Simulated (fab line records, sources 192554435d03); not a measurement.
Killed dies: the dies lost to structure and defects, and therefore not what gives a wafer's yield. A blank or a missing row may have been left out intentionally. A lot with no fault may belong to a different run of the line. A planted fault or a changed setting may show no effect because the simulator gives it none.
Matching of chambers | flow n5 finfet | N5_BEOL_M8_CVD_78 on cvd co-02: 3 sister chambers
The step deposits Co from CCTBA/H2, target thk 2 nm, time 142.3 s. 14 wafers are shown with their chamber, then 7 later ones without.

WAFERS, EACH WITH ITS CHAMBER
wafer  | chamber | run length s (s)
L943.1 | 2       | 165.3
L943.3 | 0       | 166.5
L943.5 | 1       | 164.5
L942.2 | 0       | 166.4
L942.3 | 2       | 165.1
L942.6 | 2       | 165.7
L944.2 | 1       | 164.1
L944.3 | 2       | 165.7
L944.5 | 2       | 165.3
L945.3 | 0       | 165.8
L945.5 | 2       | 165.3
L945.6 | 0       | 165.5
L946.2 | 1       | 163.8
L946.4 | 1       | 164.1

SIGNATURES (averages over the wafers above)
reading      | chamber 0 | chamber 1 | chamber 2 | scatter within a chamber
run length s | 166.050   | 164.125   | 165.400   | 0.335
Rule: distance of a wafer from a chamber = root of the sum over the readings of ((wafer's reading minus chamber's mean) / reading's scatter) squared. If the next closest chamber is less than 2 further off than the closest, the wafer can't be placed; otherwise it belongs to the closest. The scatter: the root of (the sum of the squares of (reading less its chamber's mean) over the shown wafers, divided by (wafers less chambers)).

WAFERS WHOSE CHAMBER IS MISSING
wafer  | run length s (s)
L946.6 | 166.0
L948.1 | 163.9
L948.3 | 165.1
L948.5 | 164.3
L956.2 | 165.4
L957.5 | 164.4
L959.1 | 165.7

WHICH CHAMBER EACH WENT THROUGH
wafer  | from the rows above     | in truth
L946.6 | can't be placed: 0 or 2 | 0
L948.1 | 1                       | 1
L948.3 | can't be placed: 2 or 0 | 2
L948.5 | 1                       | 1
L956.2 | can't be placed: 2 or 0 | 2
L957.5 | 1                       | 1
L959.1 | can't be placed: 2 or 0 | 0
3 of 7 placed correctly. These rows do not allow placing 4 (true chamber among the candidates in 4). Placed wrongly: 0.
